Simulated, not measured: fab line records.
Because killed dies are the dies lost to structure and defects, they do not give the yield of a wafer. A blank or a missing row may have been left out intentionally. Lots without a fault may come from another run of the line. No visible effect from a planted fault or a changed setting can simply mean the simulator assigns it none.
Which tool was responsible?	flow nand-harc	Sampling: 20 lots, 60 wafers, 6 of 1159 route steps

== WHAT EACH GAUGE READ, for each wafer ==
The record holds no reading of a measuring or inspecting step that can be judged against a usual standard deviation.

== EACH LOT AND THE TOOL THAT RAN IT (in order: tool; ch and the chambers of the sampled wafers; start) ==
lot	NHARC_A_STAIRCASE_ETCH_188	NHARC_A_STAIRCASE_TRIM_196	NHARC_A_STAIRCASE_TRIM_198	NHARC_A_STAIRCASE_ETCH_203	NHARC_A_STAIRCASE_DESCUM_219	NHARC_A_STAIRCASE_TRIM_235
L076	rie-diel-06 ch 0,1,2, day 11 14:52 or earlier	rie-diel-06 ch 1,2, day 11 14:52	rie-diel-06 ch 0,1,3, day 11 17:37 or earlier	rie-diel-06 ch 1,2, day 11 17:37 or earlier	rie-diel-10 ch 1,2,3, day 11 17:37	rie-diel-10 ch 0,2, no start
L075	rie-diel-06 ch 1,2, day 11 18:41 or earlier	rie-diel-06 ch 0,2,3, day 11 18:41	rie-diel-06 ch 1,2,3, day 11 21:41 or earlier	rie-diel-06 ch 0,1, day 11 21:41 or earlier	rie-diel-06 ch 1,2,3, day 11 21:41	rie-diel-10 ch 1,2,3, no start
L074	rie-diel-06 ch 0,1,3, day 11 23:02 or earlier	rie-diel-06 ch 0,1,2, day 11 23:02	rie-diel-06 ch 0,1,2, day 12 01:46 or earlier	rie-diel-06 ch 0,1,3, day 12 01:46 or earlier	rie-diel-05 ch 0,2,3, day 12 01:46	rie-diel-05 ch 0,1,2, no start
L077	rie-diel-06 ch 0,1,3, day 11 23:28 or earlier	rie-diel-06 ch 0,1,2, day 11 23:28	rie-diel-06 ch 2,3, day 12 02:14 or earlier	rie-diel-06 ch 1,2, day 12 02:14 or earlier	rie-diel-05 ch 1,2,3, day 12 02:14	rie-diel-10 ch 0,2,3, no start
L080	rie-diel-06 ch 0,1,2, day 12 08:49 or earlier	rie-diel-05 ch 0,2,3, day 12 08:49	rie-diel-05 ch 0,1,2, day 12 11:33 or earlier	rie-diel-05 ch 0,1,2, day 12 11:33 or earlier	rie-diel-06 ch 0,1,3, day 12 11:33	rie-diel-05 ch 0,2,3, no start
L081	rie-diel-06 ch 0,1,2, day 12 11:05 or earlier	rie-diel-06 ch 0,2,3, day 12 11:05	rie-diel-06 ch 1,2,3, day 12 13:43 or earlier	rie-diel-06 ch 0,2,3, day 12 13:43 or earlier	rie-diel-06 ch 0,1,2, day 12 13:43	rie-diel-05 ch 1,2,3, no start
L082	rie-diel-05 ch 0,3, day 13 07:52 or earlier	rie-diel-05 ch 0,1, day 13 07:52	rie-diel-05 ch 0,2,3, day 13 11:10 or earlier	rie-diel-05 ch 1,2, day 13 11:10 or earlier	rie-diel-05 ch 0,2,3, day 13 11:10	rie-diel-06 ch 0,1,3, no start
L085	rie-diel-06 ch 0,2, day 13 08:22 or earlier	rie-diel-06 ch 0,1,3, day 13 08:22	rie-diel-06 ch 0,1,3, day 13 10:58 or earlier	rie-diel-06 ch 2,3, day 13 10:58 or earlier	rie-diel-05 ch 0,2, day 13 10:58	rie-diel-06 ch 0,1,2, no start
L083	rie-diel-10 ch 0,1,2, day 13 12:44 or earlier	rie-diel-05 ch 0,1,3, day 13 12:44	rie-diel-05 ch 2,3, day 13 15:50 or earlier	rie-diel-05 ch 2,3, day 13 15:50 or earlier	rie-diel-10 ch 0,1,3, day 13 15:50	rie-diel-10 ch 0,3, no start
L084	rie-diel-05 ch 1,3, day 13 13:04 or earlier	rie-diel-05 ch 1,2,3, day 13 13:04	rie-diel-05 ch 0,1, day 13 16:07 or earlier	rie-diel-05 ch 2,3, day 13 16:07 or earlier	rie-diel-05 ch 0,2,3, day 13 16:07	rie-diel-05 ch 0,1,3, no start
L087	rie-diel-06 ch 0,2,3, day 14 03:36 or earlier	rie-diel-06 ch 1,3, day 14 03:36	rie-diel-06 ch 0,2, day 14 06:12 or earlier	rie-diel-06 ch 2,3, day 14 06:12 or earlier	rie-diel-06 ch 0,1,2, day 14 06:12	rie-diel-10 ch 0,1,3, no start
L086	rie-diel-05 ch 0,2,3, day 14 03:56 or earlier	rie-diel-10 ch 0,1,3, day 14 03:56	rie-diel-10 ch 1,2,3, day 14 06:51 or earlier	rie-diel-10 ch 1,2,3, day 14 06:51 or earlier	rie-diel-05 ch 0,1,3, day 14 06:51	rie-diel-05 ch 1,2,3, no start
L088	rie-diel-10 ch 0,3, day 14 08:44 or earlier	rie-diel-10 ch 0,3, day 14 08:44	rie-diel-10 ch 0,3, day 14 12:43 or earlier	rie-diel-10 ch 0,2,3, day 14 12:43 or earlier	rie-diel-05 ch 1,2, day 14 12:43	rie-diel-10 ch 0,1, no start
L090	rie-diel-10 ch 0,2,3, day 14 22:09 or earlier	rie-diel-06 ch 1,2,3, day 14 22:09	rie-diel-06 ch 2,3, day 15 00:53 or earlier	rie-diel-06 ch 0,2, day 15 00:53 or earlier	rie-diel-05 ch 0,2,3, day 15 00:53	rie-diel-05 ch 0,2,3, no start
L089	rie-diel-10 ch 1,2,3, day 14 22:27 or earlier	rie-diel-05 ch 0,2, day 14 22:27	rie-diel-05 ch 0,1,2, day 15 01:13 or earlier	rie-diel-05 ch 1,2, day 15 01:13 or earlier	rie-diel-06 ch 0,2, day 15 01:13	rie-diel-06 ch 0,2,3, no start
L092	rie-diel-06 ch 0,3, day 15 16:20 or earlier	rie-diel-05 ch 0,1,3, day 15 16:20	rie-diel-05 ch 0,1,2, day 15 18:58 or earlier	rie-diel-05 ch 1,2,3, day 15 18:58 or earlier	rie-diel-05 ch 0,1, day 15 18:58	rie-diel-06 ch 1,2,3, no start
L093	rie-diel-05 ch 0,1,2, day 15 15:58 or earlier	rie-diel-06 ch 0,1,2, day 15 15:58	rie-diel-06 ch 2,3, day 15 19:19 or earlier	rie-diel-06 ch 1,3, day 15 19:19 or earlier	rie-diel-05 ch 2,3, day 15 19:19	rie-diel-05 ch 0,3, no start
L091	rie-diel-06 ch 0,3, day 15 19:55 or earlier	rie-diel-05 ch 0,2,3, day 15 19:55	rie-diel-05 ch 0,1,3, day 16 01:52 or earlier	rie-diel-05 ch 0,1,3, day 16 01:52 or earlier	rie-diel-05 ch 0,1,3, day 16 01:52	rie-diel-10 ch 1,2,3, no start
L095	rie-diel-06 ch 0,1, day 16 02:25 or earlier	rie-diel-06 ch 0,1,2, day 16 02:25	rie-diel-06 ch 1,2,3, day 16 05:37 or earlier	rie-diel-06 ch 1,2,3, day 16 05:37 or earlier	rie-diel-06 ch 1,3, day 16 05:37	rie-diel-06 ch 1,2, no start
L094	rie-diel-05 ch 0,1, day 16 03:27 or earlier	rie-diel-05 ch 0,1,3, day 16 03:27	rie-diel-05 ch 1,3, day 16 07:40 or earlier	rie-diel-05 ch 0,1, day 16 07:40 or earlier	rie-diel-10 ch 0,1,3, day 16 07:40	rie-diel-10 ch 0,1,2, no start
- NHARC_A_STAIRCASE_ETCH_188: etches the open film in C4F8/O2, target depth 100 nm, time 40.5 s.
- NHARC_A_STAIRCASE_TRIM_196: chemistry O2, time 211.2 s.
- NHARC_A_STAIRCASE_TRIM_198: chemistry O2, time 211.2 s.
- NHARC_A_STAIRCASE_ETCH_203: etches the open film in C4F8/O2, target depth 100 nm, time 40.5 s.
- NHARC_A_STAIRCASE_DESCUM_219: chemistry O2, time 3 s.
- NHARC_A_STAIRCASE_TRIM_235: chemistry O2, time 211.2 s.

== WHAT THE TOOLS THEMSELVES READ (means of the sampled wafers that have a number; where no wafer has one, the mark that the record gives instead) ==
NHARC_A_STAIRCASE_ETCH_188.
lot	tool	chamber-pressure-mTorr (mTorr)	oes-product-au (a.u.)	rf-vpp-V (V)
L076	rie-diel-06	24.995	0.942	895
L075	rie-diel-06	25.011	0.915	894
L074	rie-diel-06	24.990	0.933	897
L077	rie-diel-06	25.015	0.927	898
L080	rie-diel-06	24.988	0.941	896
L081	rie-diel-06	24.970	0.927	895
L082	rie-diel-05	25.018	0.941	892
L085	rie-diel-06	25.011	0.937	897
L083	rie-diel-10	25.017	0.937	897
L084	rie-diel-05	24.971	0.920	891
L087	rie-diel-06	24.989	0.956	896
L086	rie-diel-05	24.992	0.914	895
L088	rie-diel-10	25.000	0.916	894
L090	rie-diel-10	25.006	0.952	895
L089	rie-diel-10	25.015	0.933	894
L092	rie-diel-06	24.988	0.931	898
L093	rie-diel-05	24.973	0.939	895
L091	rie-diel-06	25.009	0.968	898
L095	rie-diel-06	25.003	0.940	896
L094	rie-diel-05	25.003	0.919	891

NHARC_A_STAIRCASE_TRIM_196.
lot	tool	chamber-pressure-mTorr (mTorr)	drypump-motor-current-A (A)	oes-product-au (a.u.)	rf-vpp-V (V)	showerhead-plenum-p-Torr (Torr)	throttle-valve-pct (%)
L076	rie-diel-06	60.00	5.6	0.989	56.9	3.47	17.028
L075	rie-diel-06	59.95	6.0	0.999	58.4	3.55	17.037
L074	rie-diel-06	60.01	5.8	0.996	58.1	3.52	17.033
L077	rie-diel-06	59.99	5.8	1.000	58.6	3.52	17.041
L080	rie-diel-05	60.02	6.1	0.990	58.2	3.51	17.033
L081	rie-diel-06	60.03	5.9	1.004	58.6	3.55	17.039
L082	rie-diel-05	59.98	5.7	0.997	58.3	3.42	17.045
L085	rie-diel-06	60.04	6.0	0.999	58.7	3.57	17.034
L083	rie-diel-05	60.03	5.7	0.993	57.5	3.41	17.034
L084	rie-diel-05	59.99	5.9	0.992	57.6	3.48	17.042
L087	rie-diel-06	59.99	5.9	0.996	57.6	3.54	17.028
L086	rie-diel-10	60.01	5.8	1.003	57.6	3.48	17.042
L088	rie-diel-10	59.95	5.4	0.997	57.0	3.55	17.037
L090	rie-diel-06	60.01	5.8	0.998	57.1	3.51	17.034
L089	rie-diel-05	59.98	6.4	1.003	58.6	3.59	17.032
L092	rie-diel-05	60.04	5.6	0.994	57.4	3.40	17.043
L093	rie-diel-06	59.99	5.8	0.998	57.6	3.50	17.036
L091	rie-diel-05	59.99	6.1	0.987	57.4	3.50	17.036
L095	rie-diel-06	59.99	5.8	0.999	57.5	3.50	17.033
L094	rie-diel-05	59.95	5.6	0.991	56.3	3.39	17.035

NHARC_A_STAIRCASE_TRIM_198.
lot	tool	chamber-pressure-mTorr (mTorr)	drypump-motor-current-A (A)	oes-product-au (a.u.)	rf-vpp-V (V)	showerhead-plenum-p-Torr (Torr)	throttle-valve-pct (%)
L076	rie-diel-06	59.98	6.0	0.997	57.7	3.58	17.033
L075	rie-diel-06	59.97	5.7	1.001	57.7	3.52	17.030
L074	rie-diel-06	59.95	5.8	1.006	57.7	3.52	17.029
L077	rie-diel-06	60.01	5.9	1.000	58.5	3.55	17.038
L080	rie-diel-05	59.99	6.0	0.985	57.5	3.50	17.037
L081	rie-diel-06	59.99	5.7	0.994	57.7	3.52	17.036
L082	rie-diel-05	59.97	6.1	0.993	58.5	3.51	17.034
L085	rie-diel-06	59.99	6.0	1.000	58.1	3.57	17.046
L083	rie-diel-05	60.05	6.0	0.982	58.0	3.49	17.039
L084	rie-diel-05	60.02	5.7	0.996	57.3	3.42	17.032
L087	rie-diel-06	59.98	5.7	0.995	57.4	3.48	17.035
L086	rie-diel-10	59.97	6.0	1.001	57.3	3.47	17.036
L088	rie-diel-10	60.04	5.3	0.995	58.3	3.47	17.038
L090	rie-diel-06	59.99	5.9	0.998	57.6	3.54	17.043
L089	rie-diel-05	59.97	6.0	0.995	57.7	3.49	17.035
L092	rie-diel-05	59.92	6.0	0.996	58.3	3.49	17.030
L093	rie-diel-06	60.00	5.9	0.998	59.5	3.53	17.038
L091	rie-diel-05	59.97	5.6	1.001	57.8	3.39	17.037
L095	rie-diel-06	59.99	5.8	1.005	58.1	3.50	17.036
L094	rie-diel-05	59.95	5.4	0.990	57.2	3.36	17.027

NHARC_A_STAIRCASE_ETCH_203.
lot	tool	chamber-pressure-mTorr (mTorr)	oes-product-au (a.u.)	rf-vpp-V (V)
L076	rie-diel-06	24.998	0.920	895
L075	rie-diel-06	25.011	0.940	896
L074	rie-diel-06	24.992	0.936	898
L077	rie-diel-06	25.000	0.932	895
L080	rie-diel-05	25.020	0.933	895
L081	rie-diel-06	24.979	0.944	897
L082	rie-diel-05	24.998	0.940	894
L085	rie-diel-06	24.993	0.944	897
L083	rie-diel-05	25.025	0.929	895
L084	rie-diel-05	24.994	0.918	894
L087	rie-diel-06	25.007	0.954	894
L086	rie-diel-10	25.011	0.949	894
L088	rie-diel-10	25.029	0.948	896
L090	rie-diel-06	25.005	0.929	894
L089	rie-diel-05	24.994	0.930	893
L092	rie-diel-05	24.994	0.934	895
L093	rie-diel-06	24.969	0.944	898
L091	rie-diel-05	24.984	0.915	891
L095	rie-diel-06	25.013	0.947	895
L094	rie-diel-05	25.012	0.937	890

NHARC_A_STAIRCASE_DESCUM_219.
lot	tool	chamber-pressure-mTorr (mTorr)	drypump-motor-current-A (A)	oes-product-au (a.u.)	rf-vpp-V (V)	showerhead-plenum-p-Torr (Torr)	throttle-valve-pct (%)
L076	rie-diel-10	59.94	6.1	1.007	57.7	1.89	11.314
L075	rie-diel-06	60.07	5.7	0.992	57.2	1.91	11.312
L074	rie-diel-05	60.04	6.1	0.996	58.2	1.90	11.320
L077	rie-diel-05	59.96	5.9	0.985	58.3	1.89	11.316
L080	rie-diel-06	60.05	6.1	0.998	57.9	1.94	11.314
L081	rie-diel-06	60.00	5.8	0.995	56.2	1.91	11.310
L082	rie-diel-05	59.98	6.1	0.984	57.8	1.90	11.304
L085	rie-diel-05	59.94	6.1	0.993	56.7	1.91	11.316
L083	rie-diel-10	59.94	5.8	1.001	57.8	1.88	11.307
L084	rie-diel-05	60.04	6.1	0.994	58.2	1.90	11.313
L087	rie-diel-06	60.02	5.8	0.994	57.5	1.90	11.310
L086	rie-diel-05	60.03	5.6	0.996	57.1	1.84	11.306
L088	rie-diel-05	59.94	5.8	0.999	58.1	1.88	11.318
L090	rie-diel-05	60.06	6.1	0.983	57.5	1.89	11.316
L089	rie-diel-06	60.00	5.7	0.998	58.0	1.88	11.311
L092	rie-diel-05	60.00	5.5	0.992	57.7	1.83	11.311
L093	rie-diel-05	60.01	6.4	0.991	58.3	1.94	11.314
L091	rie-diel-05	59.99	5.6	0.987	57.3	1.83	11.313
L095	rie-diel-06	60.01	5.8	1.013	57.7	1.91	11.308
L094	rie-diel-10	60.06	5.8	1.008	58.0	1.88	11.302

NHARC_A_STAIRCASE_TRIM_235.
lot	tool	chamber-pressure-mTorr (mTorr)	drypump-motor-current-A (A)	oes-product-au (a.u.)	rf-vpp-V (V)	showerhead-plenum-p-Torr (Torr)	throttle-valve-pct (%)
L076	rie-diel-10	60.03	6.0	1.003	58.4	3.62	17.028
L075	rie-diel-10	59.99	6.1	0.997	57.8	3.48	17.034
L074	rie-diel-05	60.03	6.0	0.999	57.9	3.50	17.036
L077	rie-diel-10	60.01	5.7	1.003	57.8	3.55	17.032
L080	rie-diel-05	60.05	6.1	0.983	58.2	3.51	17.037
L081	rie-diel-05	59.97	5.9	0.999	57.3	3.48	17.032
L082	rie-diel-06	59.97	6.0	0.999	57.6	3.57	17.042
L085	rie-diel-06	59.99	5.8	0.994	56.6	3.51	17.028
L083	rie-diel-10	59.98	5.4	1.006	57.8	3.55	17.045
L084	rie-diel-05	60.02	5.6	0.985	58.1	3.40	17.037
L087	rie-diel-10	59.98	5.8	0.999	57.5	3.48	17.035
L086	rie-diel-05	60.01	5.9	0.997	57.8	3.47	17.035
L088	rie-diel-10	60.00	5.9	0.990	57.6	3.55	17.035
L090	rie-diel-05	59.98	6.1	0.985	58.0	3.50	17.038
L089	rie-diel-06	59.96	5.9	0.998	59.0	3.53	17.040
L092	rie-diel-06	60.10	5.8	1.007	59.0	3.50	17.037
L093	rie-diel-05	60.02	5.8	0.987	58.2	3.41	17.032
L091	rie-diel-10	60.04	6.1	0.999	58.4	3.46	17.032
L095	rie-diel-06	60.02	5.7	0.995	57.8	3.47	17.036
L094	rie-diel-10	60.00	6.1	1.014	58.3	3.54	17.040

== THE ANSWER, worked out from the rows above alone ==
Rule: usual is defined by the lots themselves. The widest of any qualifying gaps counts: lots, ordered by their means at a reading, are off when they make up no more than a third of the lots, leave a main group of 4 or more, and stand apart from it by 3 or more times the standard deviation of that group's means. The tables above print the reading to a certain number of digits; a main group whose means all agree to those digits is not used. Also off: a lot with no number at a reading for which 4 or more lots have one. Where the step has rows for the other lots, those lots are counted as sound. First the gauges in route order, then the tools' own readings, where a lot's mean is used as printed above. At the first step where some lot is off, the reading lying furthest off is the one used; lots without a number count as furthest.
No lot is off on any of the readings shown, so nothing can be concluded from this.

== WHAT THE SIMULATOR HAD PUT IN ==
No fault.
